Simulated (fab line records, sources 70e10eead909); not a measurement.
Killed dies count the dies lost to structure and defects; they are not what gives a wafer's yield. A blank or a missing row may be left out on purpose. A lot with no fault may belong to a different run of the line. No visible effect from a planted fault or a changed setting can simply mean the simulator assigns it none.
fab line records || flow nand-harc
record: {"lots": 5, "wafers": 15, "last-day": 30}
route steps=1302 shown P_BONDPAD@357
lots that met no fault: from a run of the same line without faults
start-h: start of the lot's first displayed wafer, in hours after the record's first day || wait-h: hours from the lot's prior step to this one || " unchanged from the row above || L1.1+2: a row that stands for several wafers || - value missing, or start not given || * or withheld: withheld || < > ~ a bound
route shown NAME@n: NAME is a module with steps in the file, n the number in the route of the first one || usual: mean/standard deviation taken from wafers without a fault || same: alike in all rows || chamber/n: place in a boat || sites: the reading at each site || _std_site: their standard deviation || _edge_site: inner sites' mean taken away from outer sites' mean || radius-mm: for every site, how far away it sits from the centre of the wafer || mask NAME#n: copy n || behind: tool/chamber where the wafer was last shaped || hold: reason for holding the lot/hours on hold/outcome of the hold || device: which transistor (n, p or np) failed to switch || end of line: the tests these same wafers got at the end of their route || where a step has no rows: the recipe by itself || killed: count of dies lost to structure and defects at first sort (not the wafer's yield) || map: dies across one wafer; x = killed, . = not, _ = none there
set.NAME: the setting the step ran with; set.NAME@STEP: the setting that earlier step ran with || model.NAME: the simulator's own value behind a step, which no gauge read
lots at some steps of the route; a table a step, a row a wafer
services: from which hour (start-h, from the record's first day; less than 0 if before it) a tool's chamber was out of use, for how many hours, and why
== steps ==
step: NHARC_P_BONDPAD_COAT_36
recipe: {"temp-c": 200, "time-s": 65}
step: NHARC_P_BONDPAD_COAT_03
recipe: {"spin-rpm": 2000, "resist-thk-nm": 600}
step: NHARC_P_BONDPAD_SOFTBAKE_04
recipe: {"temp-c": 125, "time-s": 70}
step: NHARC_P_BONDPAD_EBR_05
step: NHARC_P_BONDPAD_EXPOSE_06
recipe: {"na": 0.55, "dose-mj": 37.06, "mask-id": "P_BPAD"}
step: NHARC_P_BONDPAD_PEB_07
recipe: {"peb-temp-c": 128, "peb-time-s": 80}
step: NHARC_P_BONDPAD_DEVELOP_08
recipe: {"time-s": 50, "dev-temp-c": 22}
step: NHARC_P_BONDPAD_CD_MEAS_09
recipe: {"target-cd-nm": 500, "landing-energy-ev": 500}
usual: {"cd-nm": "499.3/1.8"}
same: {"landing-energy-ev": 500}
{"lot.wafer": "L191.1", "tool": "cd-sem-01", "chamber": 0, "start-h": 163.25, "wait-h": "-", "cd-nm": 501.1}
{"lot.wafer": "L191.2", "tool": "cd-sem-01", "chamber": 0, "start-h": 163.25, "wait-h": "-", "cd-nm": 500.6}
{"lot.wafer": "L191.5", "tool": "cd-sem-01", "chamber": 0, "start-h": 163.25, "wait-h": "-", "cd-nm": 499.4}
{"lot.wafer": "L192.1", "tool": "cd-sem-02", "chamber": 0, "start-h": 170.86, "wait-h": "-", "cd-nm": 501.9}
{"lot.wafer": "L192.4", "tool": "cd-sem-02", "chamber": 0, "start-h": 170.86, "wait-h": "-", "cd-nm": 501.1}
{"lot.wafer": "L192.6", "tool": "cd-sem-02", "chamber": 0, "start-h": 170.86, "wait-h": "-", "cd-nm": 501.1}
{"lot.wafer": "L197.2", "tool": "cd-sem-03", "chamber": 0, "start-h": 228.50, "wait-h": "-", "cd-nm": 501.7}
{"lot.wafer": "L197.4", "tool": "cd-sem-03", "chamber": 0, "start-h": 228.50, "wait-h": "-", "cd-nm": 501.0}
{"lot.wafer": "L197.6", "tool": "cd-sem-03", "chamber": 0, "start-h": 228.50, "wait-h": "-", "cd-nm": 500.9}
{"lot.wafer": "L201.1", "tool": "cd-sem-03", "chamber": 0, "start-h": 281.34, "wait-h": "-", "cd-nm": 498.2}
{"lot.wafer": "L201.2", "tool": "cd-sem-03", "chamber": 0, "start-h": 281.34, "wait-h": "-", "cd-nm": 500.4}
{"lot.wafer": "L201.5", "tool": "cd-sem-03", "chamber": 0, "start-h": 281.34, "wait-h": "-", "cd-nm": 500.3}
{"lot.wafer": "L203.2", "tool": "cd-sem-03", "chamber": 0, "start-h": 282.11, "wait-h": "-", "cd-nm": 500.1}
{"lot.wafer": "L203.3", "tool": "cd-sem-03", "chamber": 0, "start-h": 282.11, "wait-h": "-", "cd-nm": 499.2}
{"lot.wafer": "L203.5", "tool": "cd-sem-03", "chamber": 0, "start-h": 282.11, "wait-h": "-", "cd-nm": 500.6}
step: NHARC_P_BONDPAD_OVL_MEAS_38
usual: {"overlay-x-nm": "0/5.8", "overlay-y-nm": "-2/6.5"}
{"lot.wafer": "L191.1", "tool": "overlay-01", "chamber": "-", "start-h": 163.34, "wait-h": "-", "overlay-x-nm": 2, "overlay-y-nm": -9}
{"lot.wafer": "L191.2", "tool": "overlay-01", "chamber": "-", "start-h": 163.34, "wait-h": "-", "overlay-x-nm": 2, "overlay-y-nm": -10}
{"lot.wafer": "L191.5", "tool": "overlay-01", "chamber": "-", "start-h": 163.34, "wait-h": "-", "overlay-x-nm": 2, "overlay-y-nm": -10}
{"lot.wafer": "L192.1", "tool": "overlay-02", "chamber": "-", "start-h": 170.94, "wait-h": "-", "overlay-x-nm": 15, "overlay-y-nm": -6}
{"lot.wafer": "L192.4", "tool": "overlay-02", "chamber": "-", "start-h": 170.94, "wait-h": "-", "overlay-x-nm": 15, "overlay-y-nm": -6}
{"lot.wafer": "L192.6", "tool": "overlay-02", "chamber": "-", "start-h": 170.94, "wait-h": "-", "overlay-x-nm": 15, "overlay-y-nm": -6}
{"lot.wafer": "L197.2", "tool": "overlay-01", "chamber": "-", "start-h": 228.59, "wait-h": "-", "overlay-x-nm": 3, "overlay-y-nm": 1}
{"lot.wafer": "L197.4", "tool": "overlay-01", "chamber": "-", "start-h": 228.59, "wait-h": "-", "overlay-x-nm": 3, "overlay-y-nm": 1}
{"lot.wafer": "L197.6", "tool": "overlay-01", "chamber": "-", "start-h": 228.59, "wait-h": "-", "overlay-x-nm": 2, "overlay-y-nm": 1}
{"lot.wafer": "L201.1", "tool": "overlay-01", "chamber": "-", "start-h": 281.43, "wait-h": "-", "overlay-x-nm": 0, "overlay-y-nm": 6}
{"lot.wafer": "L201.2", "tool": "overlay-01", "chamber": "-", "start-h": 281.43, "wait-h": "-", "overlay-x-nm": 0, "overlay-y-nm": 6}
{"lot.wafer": "L201.5", "tool": "overlay-01", "chamber": "-", "start-h": 281.43, "wait-h": "-", "overlay-x-nm": 0, "overlay-y-nm": 5}
{"lot.wafer": "L203.2", "tool": "overlay-01", "chamber": "-", "start-h": 282.20, "wait-h": "-", "overlay-x-nm": -8, "overlay-y-nm": 4}
{"lot.wafer": "L203.3", "tool": "overlay-01", "chamber": "-", "start-h": 282.20, "wait-h": "-", "overlay-x-nm": -7, "overlay-y-nm": 4}
{"lot.wafer": "L203.5", "tool": "overlay-01", "chamber": "-", "start-h": 282.20, "wait-h": "-", "overlay-x-nm": -7, "overlay-y-nm": 4}
step: NHARC_P_BONDPAD_HARDBAKE_10
recipe: {"temp-c": 118, "time-s": 65}
step: NHARC_P_BONDPAD_DESCUM_11
recipe: {"time-s": 3, "o2-flow-sccm": 200, "ar-flow-sccm": 0, "bias-power-w": 0, "chemistry": "O2"}
usual: {"drypump-motor-current-A": "5.9/0.34", "oes-product-au": "1.002/0.01", "rf-vpp-V": "57.9/0.87", "showerhead-plenum-p-Torr": "1.94/0.076", "throttle-valve-pct": "11.312/0.0093"}
same: {"bias-power-w": 0}
{"lot.wafer": "L191.2", "tool": "rie-diel-10", "chamber": 3, "start-h": 163.48, "wait-h": "-", "drypump-motor-current-A": 5.2, "oes-product-au": 1.004, "rf-hours-counter-h": 6.1, "rf-vpp-V": 58.0, "showerhead-plenum-p-Torr": 1.95, "throttle-valve-pct": 11.322}
{"lot.wafer": "L191.1", "tool": "rie-diel-10", "chamber": 0, "start-h": 163.48, "wait-h": "-", "drypump-motor-current-A": 5.6, "oes-product-au": 1.006, "rf-hours-counter-h": 5.4, "rf-vpp-V": 56.8, "showerhead-plenum-p-Torr": 2.04, "throttle-valve-pct": 11.308}
{"lot.wafer": "L191.5", "tool": "rie-diel-10", "chamber": 1, "start-h": 163.48, "wait-h": "-", "drypump-motor-current-A": 5.9, "oes-product-au": 1.017, "rf-hours-counter-h": "-", "rf-vpp-V": 58.5, "showerhead-plenum-p-Torr": 2.03, "throttle-valve-pct": 11.313}
{"lot.wafer": "L192.4", "tool": "rie-diel-06", "chamber": 1, "start-h": 171.07, "wait-h": "-", "drypump-motor-current-A": 6.5, "oes-product-au": 0.996, "rf-hours-counter-h": 0.4, "rf-vpp-V": 56.1, "showerhead-plenum-p-Torr": 1.96, "throttle-valve-pct": 11.305}
{"lot.wafer": "L192.1", "tool": "rie-diel-06", "chamber": 0, "start-h": 171.07, "wait-h": "-", "drypump-motor-current-A": 6.0, "oes-product-au": 1.004, "rf-hours-counter-h": 0.3, "rf-vpp-V": 57.4, "showerhead-plenum-p-Torr": 1.82, "throttle-valve-pct": 11.296}
{"lot.wafer": "L192.6", "tool": "rie-diel-06", "chamber": 1, "start-h": 171.07, "wait-h": "-", "drypump-motor-current-A": 6.5, "oes-product-au": 0.994, "rf-hours-counter-h": "-", "rf-vpp-V": 57.9, "showerhead-plenum-p-Torr": 1.96, "throttle-valve-pct": 11.309}
{"lot.wafer": "L197.4", "tool": "rie-diel-06", "chamber": 1, "start-h": 228.71, "wait-h": "-", "drypump-motor-current-A": 6.5, "oes-product-au": 0.996, "rf-hours-counter-h": 1.6, "rf-vpp-V": 58.5, "showerhead-plenum-p-Torr": 1.96, "throttle-valve-pct": 11.302}
{"lot.wafer": "L197.2", "tool": "rie-diel-06", "chamber": 2, "start-h": 228.71, "wait-h": "-", "drypump-motor-current-A": 5.9, "oes-product-au": 1.005, "rf-hours-counter-h": 1.6, "rf-vpp-V": 57.9, "showerhead-plenum-p-Torr": 1.94, "throttle-valve-pct": 11.317}
{"lot.wafer": "L197.6", "tool": "rie-diel-06", "chamber": 2, "start-h": 228.71, "wait-h": "-", "drypump-motor-current-A": 5.9, "oes-product-au": 1.005, "rf-hours-counter-h": "-", "rf-vpp-V": 58.0, "showerhead-plenum-p-Torr": 1.94, "throttle-valve-pct": 11.303}
{"lot.wafer": "L201.2", "tool": "rie-diel-05", "chamber": 1, "start-h": 281.56, "wait-h": "-", "drypump-motor-current-A": 6.3, "oes-product-au": 1.015, "rf-hours-counter-h": 1.9, "rf-vpp-V": 56.8, "showerhead-plenum-p-Torr": 1.90, "throttle-valve-pct": 11.324}
{"lot.wafer": "L201.1", "tool": "rie-diel-05", "chamber": 2, "start-h": 281.56, "wait-h": "-", "drypump-motor-current-A": 6.1, "oes-product-au": 0.991, "rf-hours-counter-h": 1.8, "rf-vpp-V": 58.5, "showerhead-plenum-p-Torr": 2.02, "throttle-valve-pct": 11.320}
{"lot.wafer": "L201.5", "tool": "rie-diel-05", "chamber": 2, "start-h": 281.56, "wait-h": "-", "drypump-motor-current-A": 6.1, "oes-product-au": 0.989, "rf-hours-counter-h": "-", "rf-vpp-V": 58.1, "showerhead-plenum-p-Torr": 2.02, "throttle-valve-pct": 11.316}
{"lot.wafer": "L203.3", "tool": "rie-diel-05", "chamber": 0, "start-h": 282.32, "wait-h": "-", "drypump-motor-current-A": 5.5, "oes-product-au": 1.002, "rf-hours-counter-h": 1.6, "rf-vpp-V": 57.1, "showerhead-plenum-p-Torr": 1.86, "throttle-valve-pct": 11.316}
{"lot.wafer": "L203.2", "tool": "rie-diel-05", "chamber": 1, "start-h": 282.32, "wait-h": "-", "drypump-motor-current-A": 6.3, "oes-product-au": 1.005, "rf-hours-counter-h": 1.9, "rf-vpp-V": 56.6, "showerhead-plenum-p-Torr": 1.90, "throttle-valve-pct": 11.317}
{"lot.wafer": "L203.5", "tool": "rie-diel-05", "chamber": 0, "start-h": 282.32, "wait-h": "-", "drypump-motor-current-A": 5.5, "oes-product-au": 1.000, "rf-hours-counter-h": "-", "rf-vpp-V": 57.9, "showerhead-plenum-p-Torr": 1.86, "throttle-valve-pct": 11.310}
step: NHARC_P_BONDPAD_ETCH_37
recipe: {"target-depth-a": 600, "overetch-a": 180, "time-s": 65.91, "ion-energy-ev": 200, "n2-flow-sccm": 150, "h2-flow-sccm": 150, "ar-flow-sccm": 0, "rf-w": 400, "bias-w": 150, "chemistry": "N2/H2"}
usual: {"bias-w": "150.0/0.43", "drypump-motor-current-A": "5.9/0.35", "oes-product-au": "1.001/0.01", "rf-vpp-V": "431.2/2.6", "run-length-s": "87.1/0.48", "showerhead-plenum-p-Torr": "2.06/0.088", "throttle-valve-pct": "14.172/0.0096"}
{"lot.wafer": "L191.1", "tool": "rie-diel-10", "chamber": 3, "start-h": 163.55, "wait-h": 0.1, "bias-w": 150.0, "drypump-motor-current-A": 5.2, "oes-product-au": 1.005, "rf-hours-counter-h": 6.1, "rf-vpp-V": 431.5, "run-length-s": 87.7, "showerhead-plenum-p-Torr": 2.08, "throttle-valve-pct": 14.179}
{"lot.wafer": "L191.2", "tool": "rie-diel-10", "chamber": 2, "start-h": 163.55, "wait-h": 0.1, "bias-w": 150.1, "drypump-motor-current-A": 6.2, "oes-product-au": 0.997, "rf-hours-counter-h": 6.0, "rf-vpp-V": 431.4, "run-length-s": 87.1, "showerhead-plenum-p-Torr": 2.02, "throttle-valve-pct": 14.166}
{"lot.wafer": "L191.5", "tool": "rie-diel-10", "chamber": 3, "start-h": 163.55, "wait-h": 0.1, "bias-w": 149.7, "drypump-motor-current-A": 5.2, "oes-product-au": 1.004, "rf-hours-counter-h": "-", "rf-vpp-V": 432.3, "run-length-s": 87.0, "showerhead-plenum-p-Torr": 2.08, "throttle-valve-pct": 14.163}
{"lot.wafer": "L192.4", "tool": "rie-diel-06", "chamber": 0, "start-h": 171.16, "wait-h": 0.1, "bias-w": 149.5, "drypump-motor-current-A": 6.0, "oes-product-au": 1.006, "rf-hours-counter-h": 0.3, "rf-vpp-V": 427.5, "run-length-s": 87.8, "showerhead-plenum-p-Torr": 1.93, "throttle-valve-pct": 14.181}
{"lot.wafer": "L192.1", "tool": "rie-diel-06", "chamber": 2, "start-h": 171.16, "wait-h": 0.1, "bias-w": 149.6, "drypump-motor-current-A": 5.9, "oes-product-au": 1.032, "rf-hours-counter-h": 0.4, "rf-vpp-V": 432.0, "run-length-s": 87.4, "showerhead-plenum-p-Torr": 2.07, "throttle-valve-pct": 14.164}
{"lot.wafer": "L192.6", "tool": "rie-diel-06", "chamber": 0, "start-h": 171.16, "wait-h": 0.1, "bias-w": 150.4, "drypump-motor-current-A": 6.0, "oes-product-au": 0.999, "rf-hours-counter-h": "-", "rf-vpp-V": 426.9, "run-length-s": 87.7, "showerhead-plenum-p-Torr": 1.93, "throttle-valve-pct": 14.177}
{"lot.wafer": "L197.2", "tool": "rie-diel-06", "chamber": 0, "start-h": 228.80, "wait-h": 0.1, "bias-w": 149.8, "drypump-motor-current-A": 6.0, "oes-product-au": 0.991, "rf-hours-counter-h": 1.6, "rf-vpp-V": 426.6, "run-length-s": 87.9, "showerhead-plenum-p-Torr": 1.93, "throttle-valve-pct": 14.175}
{"lot.wafer": "L197.4", "tool": "rie-diel-06", "chamber": 1, "start-h": 228.80, "wait-h": 0.1, "bias-w": 149.7, "drypump-motor-current-A": 6.5, "oes-product-au": 0.995, "rf-hours-counter-h": 1.6, "rf-vpp-V": 430.5, "run-length-s": 86.9, "showerhead-plenum-p-Torr": 2.09, "throttle-valve-pct": 14.177}
{"lot.wafer": "L197.6", "tool": "rie-diel-06", "chamber": 0, "start-h": 228.80, "wait-h": 0.1, "bias-w": 150.1, "drypump-motor-current-A": 6.0, "oes-product-au": 0.999, "rf-hours-counter-h": "-", "rf-vpp-V": 427.1, "run-length-s": 87.9, "showerhead-plenum-p-Torr": 1.93, "throttle-valve-pct": 14.171}
{"lot.wafer": "L201.2", "tool": "rie-diel-05", "chamber": 3, "start-h": 281.64, "wait-h": 0.1, "bias-w": 149.4, "drypump-motor-current-A": 6.1, "oes-product-au": 0.989, "rf-hours-counter-h": 1.4, "rf-vpp-V": 427.6, "run-length-s": 86.5, "showerhead-plenum-p-Torr": 1.94, "throttle-valve-pct": 14.183}
{"lot.wafer": "L201.1", "tool": "rie-diel-05", "chamber": 0, "start-h": 281.64, "wait-h": 0.1, "bias-w": 150.0, "drypump-motor-current-A": 5.5, "oes-product-au": 0.991, "rf-hours-counter-h": 1.5, "rf-vpp-V": 430.1, "run-length-s": 86.1, "showerhead-plenum-p-Torr": 1.99, "throttle-valve-pct": 14.158}
{"lot.wafer": "L201.5", "tool": "rie-diel-05", "chamber": 0, "start-h": 281.64, "wait-h": 0.1, "bias-w": 150.3, "drypump-motor-current-A": 5.5, "oes-product-au": 0.990, "rf-hours-counter-h": "-", "rf-vpp-V": 427.4, "run-length-s": 86.2, "showerhead-plenum-p-Torr": 1.99, "throttle-valve-pct": 14.188}
{"lot.wafer": "L203.3", "tool": "rie-diel-05", "chamber": 1, "start-h": 282.41, "wait-h": 0.1, "bias-w": 150.0, "drypump-motor-current-A": 6.3, "oes-product-au": 1.006, "rf-hours-counter-h": 2.0, "rf-vpp-V": 431.0, "run-length-s": 87.3, "showerhead-plenum-p-Torr": 2.03, "throttle-valve-pct": 14.188}
{"lot.wafer": "L203.2", "tool": "rie-diel-05", "chamber": 3, "start-h": 282.41, "wait-h": 0.1, "bias-w": 150.0, "drypump-motor-current-A": 6.1, "oes-product-au": 0.990, "rf-hours-counter-h": 1.5, "rf-vpp-V": 428.4, "run-length-s": 86.9, "showerhead-plenum-p-Torr": 1.94, "throttle-valve-pct": 14.164}
{"lot.wafer": "L203.5", "tool": "rie-diel-05", "chamber": 1, "start-h": 282.41, "wait-h": 0.1, "bias-w": 149.3, "drypump-motor-current-A": 6.2, "oes-product-au": 1.009, "rf-hours-counter-h": "-", "rf-vpp-V": 430.7, "run-length-s": 86.9, "showerhead-plenum-p-Torr": 2.03, "throttle-valve-pct": 14.177}
step: NHARC_P_BONDPAD_ETCH_12
recipe: {"target-depth-a": 2000, "time-s": 100, "chf3-flow-sccm": 50, "o2-flow-sccm": 10, "ar-flow-sccm": 200, "rf-w": 500, "bias-w": 200, "chemistry": "CHF3/O2"}
usual: {"bias-w": "200.1/0.57", "drypump-motor-current-A": "5.9/0.36", "oes-product-au": "0.944/0.025", "rf-vpp-V": "371.2/2.2", "run-length-s": "121.2/0.44", "showerhead-plenum-p-Torr": "2.43/0.091", "throttle-valve-pct": "20.572/0.0095"}
{"lot.wafer": "L191.2", "tool": "rie-diel-10", "chamber": 0, "start-h": 163.65, "wait-h": "-", "bias-w": 200.1, "drypump-motor-current-A": 5.5, "oes-product-au": 0.910, "rf-hours-counter-h": 5.4, "rf-vpp-V": 374.3, "run-length-s": 121.4, "showerhead-plenum-p-Torr": 2.55, "throttle-valve-pct": 20.575}
{"lot.wafer": "L191.1", "tool": "rie-diel-10", "chamber": 1, "start-h": 163.65, "wait-h": "-", "bias-w": 200.4, "drypump-motor-current-A": 5.9, "oes-product-au": 0.934, "rf-hours-counter-h": 5.3, "rf-vpp-V": 373.8, "run-length-s": 121.1, "showerhead-plenum-p-Torr": 2.54, "throttle-valve-pct": 20.581}
{"lot.wafer": "L191.5", "tool": "rie-diel-10", "chamber": 3, "start-h": 163.65, "wait-h": "-", "bias-w": 199.9, "drypump-motor-current-A": 5.1, "oes-product-au": 0.931, "rf-hours-counter-h": "-", "rf-vpp-V": 371.7, "run-length-s": 121.8, "showerhead-plenum-p-Torr": 2.45, "throttle-valve-pct": 20.567}
{"lot.wafer": "L192.1", "tool": "rie-diel-06", "chamber": 2, "start-h": 171.26, "wait-h": "-", "bias-w": 200.1, "drypump-motor-current-A": 5.9, "oes-product-au": 0.958, "rf-hours-counter-h": 0.4, "rf-vpp-V": 372.1, "run-length-s": 121.4, "showerhead-plenum-p-Torr": 2.44, "throttle-valve-pct": 20.574}
{"lot.wafer": "L192.4", "tool": "rie-diel-06", "chamber": 3, "start-h": 171.26, "wait-h": "-", "bias-w": 200.2, "drypump-motor-current-A": 5.8, "oes-product-au": 0.956, "rf-hours-counter-h": 0.4, "rf-vpp-V": 373.0, "run-length-s": 121.6, "showerhead-plenum-p-Torr": 2.54, "throttle-valve-pct": 20.566}
{"lot.wafer": "L192.6", "tool": "rie-diel-06", "chamber": 0, "start-h": 171.26, "wait-h": "-", "bias-w": 201.0, "drypump-motor-current-A": 6.0, "oes-product-au": 0.956, "rf-hours-counter-h": "-", "rf-vpp-V": 369.2, "run-length-s": 121.8, "showerhead-plenum-p-Torr": 2.29, "throttle-valve-pct": 20.582}
{"lot.wafer": "L197.4", "tool": "rie-diel-06", "chamber": 1, "start-h": 228.89, "wait-h": "-", "bias-w": 200.0, "drypump-motor-current-A": 6.5, "oes-product-au": 0.959, "rf-hours-counter-h": 1.7, "rf-vpp-V": 372.7, "run-length-s": 121.3, "showerhead-plenum-p-Torr": 2.45, "throttle-valve-pct": 20.581}
{"lot.wafer": "L197.2", "tool": "rie-diel-06", "chamber": 0, "start-h": 228.89, "wait-h": "-", "bias-w": 200.0, "drypump-motor-current-A": 6.0, "oes-product-au": 0.982, "rf-hours-counter-h": 1.6, "rf-vpp-V": 368.3, "run-length-s": 121.5, "showerhead-plenum-p-Torr": 2.29, "throttle-valve-pct": 20.575}
{"lot.wafer": "L197.6", "tool": "rie-diel-06", "chamber": 1, "start-h": 228.89, "wait-h": "-", "bias-w": 201.0, "drypump-motor-current-A": 6.5, "oes-product-au": 0.964, "rf-hours-counter-h": "-", "rf-vpp-V": 372.9, "run-length-s": 121.0, "showerhead-plenum-p-Torr": 2.46, "throttle-valve-pct": 20.568}
{"lot.wafer": "L201.2", "tool": "rie-diel-05", "chamber": 0, "start-h": 281.74, "wait-h": "-", "bias-w": 199.4, "drypump-motor-current-A": 5.5, "oes-product-au": 0.924, "rf-hours-counter-h": 1.5, "rf-vpp-V": 369.5, "run-length-s": 120.1, "showerhead-plenum-p-Torr": 2.34, "throttle-valve-pct": 20.584}
{"lot.wafer": "L201.1", "tool": "rie-diel-05", "chamber": 3, "start-h": 281.74, "wait-h": "-", "bias-w": 200.0, "drypump-motor-current-A": 6.1, "oes-product-au": 0.928, "rf-hours-counter-h": 1.4, "rf-vpp-V": 368.5, "run-length-s": 121.0, "showerhead-plenum-p-Torr": 2.29, "throttle-valve-pct": 20.574}
{"lot.wafer": "L201.5", "tool": "rie-diel-05", "chamber": 1, "start-h": 281.74, "wait-h": "-", "bias-w": 200.1, "drypump-motor-current-A": 6.3, "oes-product-au": 0.932, "rf-hours-counter-h": "-", "rf-vpp-V": 370.3, "run-length-s": 121.3, "showerhead-plenum-p-Torr": 2.39, "throttle-valve-pct": 20.562}
{"lot.wafer": "L203.2", "tool": "rie-diel-05", "chamber": 2, "start-h": 282.52, "wait-h": "-", "bias-w": 201.2, "drypump-motor-current-A": 6.1, "oes-product-au": 0.917, "rf-hours-counter-h": 1.9, "rf-vpp-V": 375.5, "run-length-s": 121.2, "showerhead-plenum-p-Torr": 2.53, "throttle-valve-pct": 20.585}
{"lot.wafer": "L203.3", "tool": "rie-diel-05", "chamber": 3, "start-h": 282.52, "wait-h": "-", "bias-w": 200.5, "drypump-motor-current-A": 6.1, "oes-product-au": 0.922, "rf-hours-counter-h": 1.5, "rf-vpp-V": 367.5, "run-length-s": 120.8, "showerhead-plenum-p-Torr": 2.30, "throttle-valve-pct": 20.587}
{"lot.wafer": "L203.5", "tool": "rie-diel-05", "chamber": 0, "start-h": 282.52, "wait-h": "-", "bias-w": "-", "drypump-motor-current-A": 5.5, "oes-product-au": 0.921, "rf-hours-counter-h": "-", "rf-vpp-V": 368.0, "run-length-s": 109.5, "showerhead-plenum-p-Torr": 2.34, "throttle-valve-pct": 20.576}
step: NHARC_P_BONDPAD_CD_MEAS_13
usual: {"cd-nm": "498.4/2"}
{"lot.wafer": "L191.1", "tool": "cd-sem-02", "chamber": "-", "start-h": 163.78, "wait-h": "-", "cd-nm": 499.1}
{"lot.wafer": "L191.2", "tool": "cd-sem-02", "chamber": "-", "start-h": 163.78, "wait-h": "-", "cd-nm": 500.2}
{"lot.wafer": "L191.5", "tool": "cd-sem-02", "chamber": "-", "start-h": 163.78, "wait-h": "-", "cd-nm": 498.2}
{"lot.wafer": "L192.1", "tool": "cd-sem-01", "chamber": "-", "start-h": 171.38, "wait-h": "-", "cd-nm": 501.2}
{"lot.wafer": "L192.4", "tool": "cd-sem-01", "chamber": "-", "start-h": 171.38, "wait-h": "-", "cd-nm": 500.3}
{"lot.wafer": "L192.6", "tool": "cd-sem-01", "chamber": "-", "start-h": 171.38, "wait-h": "-", "cd-nm": 500.1}
{"lot.wafer": "L197.2", "tool": "cd-sem-01", "chamber": "-", "start-h": 229.03, "wait-h": "-", "cd-nm": 500.1}
{"lot.wafer": "L197.4", "tool": "cd-sem-01", "chamber": "-", "start-h": 229.03, "wait-h": "-", "cd-nm": 501.3}
{"lot.wafer": "L197.6", "tool": "cd-sem-01", "chamber": "-", "start-h": 229.03, "wait-h": "-", "cd-nm": 500.1}
{"lot.wafer": "L201.1", "tool": "cd-sem-02", "chamber": "-", "start-h": 281.87, "wait-h": "-", "cd-nm": 498.1}
{"lot.wafer": "L201.2", "tool": "cd-sem-02", "chamber": "-", "start-h": 281.87, "wait-h": "-", "cd-nm": 500.3}
{"lot.wafer": "L201.5", "tool": "cd-sem-02", "chamber": "-", "start-h": 281.87, "wait-h": "-", "cd-nm": 499.9}
{"lot.wafer": "L203.2", "tool": "cd-sem-01", "chamber": "-", "start-h": 282.64, "wait-h": "-", "cd-nm": 499.3}
{"lot.wafer": "L203.3", "tool": "cd-sem-01", "chamber": "-", "start-h": 282.64, "wait-h": "-", "cd-nm": 499.7}
{"lot.wafer": "L203.5", "tool": "cd-sem-01", "chamber": "-", "start-h": 282.64, "wait-h": "-", "cd-nm": 499.9}
== services ==
{"tool": "rie-diel-06", "chamber": 3, "start-h": 147.89, "hours": 2.6, "kind": "repair"}
{"tool": "rie-diel-05", "chamber": 0, "start-h": 159.60, "hours": "-", "kind": "clean"}
{"tool": "rie-diel-05", "chamber": 1, "start-h": 159.60, "hours": "-", "kind": "clean"}
{"tool": "rie-diel-05", "chamber": 2, "start-h": 159.60, "hours": "-", "kind": "clean"}
{"tool": "rie-diel-05", "chamber": 3, "start-h": 159.60, "hours": "-", "kind": "clean"}
{"tool": "rie-diel-05", "chamber": 1, "start-h": 161.60, "hours": 3.1, "kind": "repair"}
{"tool": "rie-diel-06", "chamber": 0, "start-h": 163.70, "hours": "-", "kind": "clean"}
{"tool": "rie-diel-06", "chamber": 1, "start-h": 163.70, "hours": "-", "kind": "clean"}
{"tool": "rie-diel-06", "chamber": 2, "start-h": 163.70, "hours": "-", "kind": "clean"}
{"tool": "rie-diel-06", "chamber": 3, "start-h": 163.70, "hours": "-", "kind": "clean"}
{"tool": "rie-diel-05", "chamber": "-", "start-h": 172.19, "hours": 4.8, "kind": "repair"}
{"tool": "rie-diel-10", "chamber": 2, "start-h": 174.34, "hours": 12.1, "kind": "repair"}
{"tool": "rie-diel-10", "chamber": 0, "start-h": 175.00, "hours": 5.7, "kind": "repair"}
{"tool": "rie-diel-06", "chamber": "-", "start-h": 175.34, "hours": 1.2, "kind": "repair"}
{"tool": "rie-diel-05", "chamber": 1, "start-h": 184.10, "hours": "-", "kind": "clean"}
{"tool": "rie-diel-05", "chamber": 2, "start-h": 184.10, "hours": "-", "kind": "clean"}
{"tool": "rie-diel-05", "chamber": 3, "start-h": 184.10, "hours": "-", "kind": "clean"}
{"tool": "rie-diel-10", "chamber": 1, "start-h": 198.88, "hours": 9.6, "kind": "repair"}
{"tool": "rie-diel-10", "chamber": 2, "start-h": 227.84, "hours": 9.2, "kind": "repair"}
{"tool": "rie-diel-05", "chamber": "-", "start-h": 229.60, "hours": 9.0, "kind": "pm"}
{"tool": "rie-diel-06", "chamber": 2, "start-h": 236.38, "hours": 5.0, "kind": "repair"}
{"tool": "rie-diel-10", "chamber": "-", "start-h": 242.50, "hours": 9.0, "kind": "pm"}
{"tool": "rie-diel-06", "chamber": 3, "start-h": 255.54, "hours": 6.7, "kind": "repair"}
{"tool": "rie-diel-10", "chamber": 3, "start-h": 256.22, "hours": 2.5, "kind": "repair"}
== key ==
first-sign: {"step": "NHARC_P_BONDPAD_ETCH_12", "reading": "run-length-s", "direction": "down", "sigmas": 27, "usual": "*", "struck": "*"}
effect none on later readings
met-at NHARC_P_BONDPAD_ETCH_12
struck-wafers L203.5
later-rows-left-out L203.5
sort-left-out L203.5
onset-between 281.74 282.52
fault: {"kind": "process-parameter-drift", "tool": "rie-diel-05", "chamber": 0, "onset-h": 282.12, "steps": "NHARC_P_BONDPAD_ETCH_12", "channel": "time-s", "offset": "*", "shape": "step", "end-h": 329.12, "acts-in": "*", "stated": "*"}
sort-left-out: the simulated sort isn't trusted on such a fault, so these wafers' sort isn't shown, and their yield isn't known
later-rows-left-out: the simulator's readings of these wafers behind a module that went badly wrong aren't trusted and aren't shown, but for the sort
